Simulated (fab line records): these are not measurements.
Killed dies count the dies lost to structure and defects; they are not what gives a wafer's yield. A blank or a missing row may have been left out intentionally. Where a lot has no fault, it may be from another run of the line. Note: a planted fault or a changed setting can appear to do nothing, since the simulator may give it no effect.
Split-lot study / flow n5Finfet / 21 wafers read across 7 lots, on a route 1938 steps long

## ABOUT THE SPLIT
At N5_BEOL_M14_SPUTTER_43 (material TaN, target thk 15 nm, time 24.19 s), the setting powerW was moved away from the recipe's 15000 W on 3 of the 21 wafers read, by -14.3% to +16.4%. The other wafers ran this setting at the recipe's value.

## FROM THE SPLIT TO THE READING: what the file shows between them, 4 steps
- N5_BEOL_M14_SPUTTER_44: material Ta, target thk 15 nm, time 24.19 s
- N5_BEOL_M14_SPUTTER_45: material Cu, target thk 100 nm, time 16.67 s
- N5_BEOL_M14_ECD_47: material Cu, target thk 1248 nm
- N5_BEOL_M14_ANNEAL_48: time 90 s

## THE READING
barrierFieldEndpointS, in s, at N5_BEOL_M14_CMP_49 (polishes, stops on SiO2, t overpolish 5.2 s, target thk 560 nm). Fault-free wafers of this fab line usually give 11.38 s, standard deviation 0.29 s.

wafer=L075.2; tool, chamber at the split=pvdSputter-02, -; powerW as run, W=15000; against the recipe=recipe; barrierFieldEndpointS, s=11.64; against lot-mates on the recipe=-
wafer=L075.1; tool, chamber at the split=pvdSputter-02, -; powerW as run, W=15000; against the recipe=recipe; barrierFieldEndpointS, s=11.33; against lot-mates on the recipe=-
wafer=L075.5; tool, chamber at the split=pvdSputter-02, -; powerW as run, W=15000; against the recipe=recipe; barrierFieldEndpointS, s=11.37; against lot-mates on the recipe=-
wafer=L081.1; tool, chamber at the split=pvdSputter-02, -; powerW as run, W=17460; against the recipe=+16.4%; barrierFieldEndpointS, s=11.97; against lot-mates on the recipe=+1.08
wafer=L081.2; tool, chamber at the split=pvdSputter-02, -; powerW as run, W=15000; against the recipe=recipe; barrierFieldEndpointS, s=11.03; against lot-mates on the recipe=-
wafer=L081.5; tool, chamber at the split=pvdSputter-02, -; powerW as run, W=15000; against the recipe=recipe; barrierFieldEndpointS, s=10.75; against lot-mates on the recipe=-
wafer=L084.3; tool, chamber at the split=pvdSputter-02, -; powerW as run, W=15000; against the recipe=recipe; barrierFieldEndpointS, s=11.58; against lot-mates on the recipe=-
wafer=L084.1; tool, chamber at the split=pvdSputter-02, -; powerW as run, W=15000; against the recipe=recipe; barrierFieldEndpointS, s=11.88; against lot-mates on the recipe=-
wafer=L084.6; tool, chamber at the split=pvdSputter-02, -; powerW as run, W=15000; against the recipe=recipe; barrierFieldEndpointS, s=11.42; against lot-mates on the recipe=-
wafer=L089.3; tool, chamber at the split=pvdSputter-01, -; powerW as run, W=15000; against the recipe=recipe; barrierFieldEndpointS, s=11.78; against lot-mates on the recipe=-
wafer=L089.6; tool, chamber at the split=pvdSputter-01, -; powerW as run, W=15000; against the recipe=recipe; barrierFieldEndpointS, s=11.94; against lot-mates on the recipe=-
wafer=L089.5; tool, chamber at the split=pvdSputter-01, -; powerW as run, W=15000; against the recipe=recipe; barrierFieldEndpointS, s=11.37; against lot-mates on the recipe=-
wafer=L092.4; tool, chamber at the split=pvdSputter-01, -; powerW as run, W=15000; against the recipe=recipe; barrierFieldEndpointS, s=11.55; against lot-mates on the recipe=-
wafer=L092.3; tool, chamber at the split=pvdSputter-01, -; powerW as run, W=15000; against the recipe=recipe; barrierFieldEndpointS, s=11.10; against lot-mates on the recipe=-
wafer=L092.5; tool, chamber at the split=pvdSputter-01, -; powerW as run, W=15000; against the recipe=recipe; barrierFieldEndpointS, s=11.44; against lot-mates on the recipe=-
wafer=L094.3; tool, chamber at the split=pvdSputter-03, -; powerW as run, W=15000; against the recipe=recipe; barrierFieldEndpointS, s=11.70; against lot-mates on the recipe=-
wafer=L094.1; tool, chamber at the split=pvdSputter-03, -; powerW as run, W=16930; against the recipe=+12.9%; barrierFieldEndpointS, s=12.45; against lot-mates on the recipe=+0.84
wafer=L094.6; tool, chamber at the split=pvdSputter-03, -; powerW as run, W=15000; against the recipe=recipe; barrierFieldEndpointS, s=11.53; against lot-mates on the recipe=-
wafer=L096.3; tool, chamber at the split=pvdSputter-02, -; powerW as run, W=15000; against the recipe=recipe; barrierFieldEndpointS, s=10.71; against lot-mates on the recipe=-
wafer=L096.1; tool, chamber at the split=pvdSputter-02, -; powerW as run, W=15000; against the recipe=recipe; barrierFieldEndpointS, s=11.26; against lot-mates on the recipe=-
wafer=L096.6; tool, chamber at the split=pvdSputter-02, -; powerW as run, W=12850; against the recipe=-14.3%; barrierFieldEndpointS, s=10.05; against lot-mates on the recipe=-0.93

THE FIT
A straight line over all 21 wafers: barrierFieldEndpointS changes by +0.0666 s for each +1% of powerW; r = +0.73; the points scatter about the line by 0.36 s.
The same after taking each lot's own level away (the mean of its wafers on the recipe; 21 wafers): +0.0654 s for each +1%; r = +0.90; scatter 0.19 s.
That fit puts the effect of the largest move of powerW on the reading at 1.1 s.
The span of the lots' own levels, 10.890 to 11.697 s, comes to 2.8 times the standard deviation stated above.
So the lot-to-lot level blurs the effect unless lot-mates are compared.
Check: +1.07 s against its lot-mates is what the line predicts for one of the wafers moved furthest among these (+16.4%) when that wafer is left out of the fit. It came out at +1.08 s against them.

## OTHER SPLITS APPLIED TO THESE WAFERS
Other splits were also applied to these wafers ahead of the reading. Each is held against what the fit with the lots' levels taken away leaves over:
other split on the same wafers=N5_BEOL_M12_COAT_58 spinRpm; wafers away from the commonest value=4; r with barrierFieldEndpointS (lot level and that fit taken away)=-0.18
other split on the same wafers=N5_BEOL_M12_PEB_08 pebTimeS; wafers away from the commonest value=10; r with barrierFieldEndpointS (lot level and that fit taken away)=-0.06
other split on the same wafers=N5_BEOL_M12_STRIP_63 h2FlowSccm; wafers away from the commonest value=8; r with barrierFieldEndpointS (lot level and that fit taken away)=-0.30
other split on the same wafers=N5_BEOL_M13_COAT_65 spinRpm; wafers away from the commonest value=6; r with barrierFieldEndpointS (lot level and that fit taken away)=+0.05

## THE WHOLE CHAIN: every reading that the file lists as answering this split, in the file's order
step=N5_BEOL_M14_SPUTTER_43; what it does=material TaN, target thk 15 nm, time 24.19 s; reading=TaN_of_BEOL_M14_SPUTTER_43.thkNm (the simulator's own value, which no gauge read); change (the file's fit)=+0.154 nm for each +1% of the setting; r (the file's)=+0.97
step=N5_BEOL_M14_CMP_49; what it does=polishes, stops on SiO2, t overpolish 5.2 s, target thk 560 nm; reading=barrierFieldEndpointS; change (the file's fit)=+0.0654 s for each +1% of the setting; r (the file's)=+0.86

## THE FILE'S OWN FIT
barrierFieldEndpointS changes by +0.0654 s for each +1% of powerW, r = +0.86.
